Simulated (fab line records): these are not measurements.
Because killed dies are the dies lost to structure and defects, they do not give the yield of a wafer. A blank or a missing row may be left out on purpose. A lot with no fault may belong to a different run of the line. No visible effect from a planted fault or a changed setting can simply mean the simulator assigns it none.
Which tool did it?	flow n5_finfet	24 lots (72 wafers sampled), 1 step of a 1938-step route

## WHAT THE GAUGES SHOWED, per wafer
N5_BEOL_M8_CD_MEAS_35: target cd 40 nm.
lot	measured	on	cd_nm (nm)
L074	day 10 22:02	cd_sem-01	40.3 40.3 39.8
L075	day 10 22:15	cd_sem-02	38.8 40.4 40.1
L078	day 11 08:11	cd_sem-02	38.9 40.2 40.6
L077	day 11 08:25	cd_sem-02	38.9 38.4 39.0
L076	day 11 16:58	cd_sem-01	40.5 40.4 39.7
L079	day 11 20:16	cd_sem-03	41.2 40.2 40.7
L080	day 11 20:19	cd_sem-03	38.7 39.8 38.9
L081	day 12 06:28	cd_sem-03	40.6 41.0 40.7
L082	day 12 15:32	cd_sem-03	39.9 39.4 38.7
L083	day 12 21:29	cd_sem-01	39.4 39.9 40.0
L085	day 12 23:23	cd_sem-03	40.5 40.1 40.5
L086	day 13 07:50	cd_sem-01	39.8 40.8 39.4
L084	day 13 11:42	cd_sem-03	40.1 39.7 39.3
L087	day 13 22:36	cd_sem-03	39.5 39.1 39.2
L088	day 14 10:46	cd_sem-01	40.1 40.0 40.2
L089	day 14 18:39	cd_sem-03	39.9 40.2 40.2
L090	day 15 01:40	cd_sem-02	40.5 40.1 40.4
L091	day 15 02:16	cd_sem-01	39.1 39.7 39.4
L093	day 15 02:52	cd_sem-03	41.3 40.7 40.4
L092	day 15 16:59	cd_sem-02	39.2 40.5 40.6
L094	day 16 06:33	cd_sem-01	39.9 39.4 40.6
L096	day 16 07:06	cd_sem-03	40.8 41.6 40.3
L095	day 16 09:20	cd_sem-03	39.4 39.9 40.2
L097	day 16 13:27	cd_sem-03	40.0 40.0 40.5

## TOOL THAT RAN EACH LOT (tool first, then ch and the chambers of the sampled wafers, then the start)
The record holds no process step before these readings.

## AS READ BY THE TOOLS THEMSELVES (means over the sampled wafers that have a number; for cases with no such wafer, the mark the record gives instead)
The record holds no such reading with a usual standard deviation.

## THE ANSWER, worked out from the rows above alone
Rule: the usual values come from the lots themselves. The widest of any qualifying gaps counts: lots, ordered by their means at a reading, are off when they make up no more than a third of the lots, leave a main group of 4 or more, and stand apart from it by 3 or more times the standard deviation of that group's means. The tables above print the reading to a certain number of digits; a main group whose means all agree to those digits is not used. A lot without any number at a reading at which 4 lots or more have one is off too. The other lots that the step has rows for count as sound. Order of review: gauges by route order, followed by the tools' own readings, for which a lot's mean as printed above is used. At the first step where some lot is off, the reading lying furthest off is the one used; lots without a number count as furthest.
No lot is off on any of the readings shown, so nothing can be concluded from this.

## WHAT WAS PUT IN BY THE SIMULATOR
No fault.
